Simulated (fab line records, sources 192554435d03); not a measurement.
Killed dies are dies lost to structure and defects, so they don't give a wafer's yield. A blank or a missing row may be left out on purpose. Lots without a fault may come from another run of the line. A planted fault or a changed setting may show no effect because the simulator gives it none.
Problem report in the 8D (eight disciplines) form, filled by code | flow n5_finfet | the parts of the form that need people (team, actions taken, sign-off) are left out

1. THE PROBLEM
PMOS_HMC_BLK_OVL at N5_PMOS_HMC_CHANNEL_EPI_OVL_MEAS_10 reads a mean of 57.9 nm on 6 wafers of 2 lots; wafers without a fault read -0.7 nm with a standard deviation of 0.75. That is +78 standard deviations from the usual mean.
First seen on wafer L664.1, day 4 12:12, on overlay-02. The record holds 29 wafers of 10 lots with a number at this step. Rule for "out", or "out of limits": more than 4 standard deviations from the usual mean. The other wafers with a number count as sound.

2. WHAT IT IS AND WHAT IT IS NOT
question                    | is                     | is not
which readings at this step | PMOS_HMC_BLK_OVL       | -
which lots                  | L664, L671             | L653, L654, L655, L657, L662, L665, L674, L675
which wafers of those lots  | all that have a number | -
read on which gauges        | overlay-02             | overlay-01
when                        | from day 4 12:12       | up to then (15 sound wafers); but 8 sound wafers of L665, L674, L675 came after

3. SUSPECTS, AND WHAT RULES EACH OUT
Counting: a tool at a process step up to the reading stays a suspect if it ran every lot that is out and no sound lot after the first of them.
- the gauge at N5_PMOS_HMC_CHANNEL_EPI_OVL_MEAS_10: kept. All the wafers that are out were read on overlay-02, and no step on other tools shows them out.
- arfi_scanner-03 at N5_PMOS_HMC_CHANNEL_EPI_EXPOSE_06 (exposes mask PMOS HMC BLK, target cd 240 nm): kept. It ran every lot that is out, first L664 (day 4 12:02), and no sound lot after that; its last sound lot up to then is L662 (day 3 23:02).
Left after counting: arfi_scanner-03 at N5_PMOS_HMC_CHANNEL_EPI_EXPOSE_06, overlay-02 at N5_PMOS_HMC_CHANNEL_EPI_OVL_MEAS_10.

4. THE CAUSE (what the simulator had put in)
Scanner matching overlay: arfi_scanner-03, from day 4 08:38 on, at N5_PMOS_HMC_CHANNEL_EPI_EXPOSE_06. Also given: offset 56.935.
Counting left 2 suspects, and this tool is among them.

5. THE CHAIN OF EFFECTS, in route order
Each row: a reading whose mean over the struck wafers that have a number lies more than 3 standard deviations from the usual. Only readings for which the record gives a usual standard deviation are gone through. hours: the time from each lot's start at the first step in this table that gives one to its start at this step, as a median over the lots. sigmas: the change in usual standard deviations.
hours | step                                | reading          | usual   | on struck wafers | change | sigmas
0     | N5_PMOS_HMC_CHANNEL_EPI_OVL_MEAS_10 | PMOS_HMC_BLK_OVL | -0.7 nm | 57.9             | +58.6  | +78
Later measuring or inspecting steps at which every struck wafer that the step has a row for has a number for every such reading, and none has moved that far: N5_PMOS_HMC_CHANNEL_EPI_INSPECT_11, N5_BEOL_M4_RC_MEAS_101.

6. WHAT WOULD HAVE CAUGHT IT SOONER
In this record the first reading out of limits at a measuring or inspecting step was taken at day 4 12:12, 4 hours after the fault began at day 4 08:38.
Of the lots that are out (2), L671 began N5_PMOS_HMC_CHANNEL_EPI_EXPOSE_06 on arfi_scanner-03 after day 4 12:12. A hold on the tool at that time would have spared it.
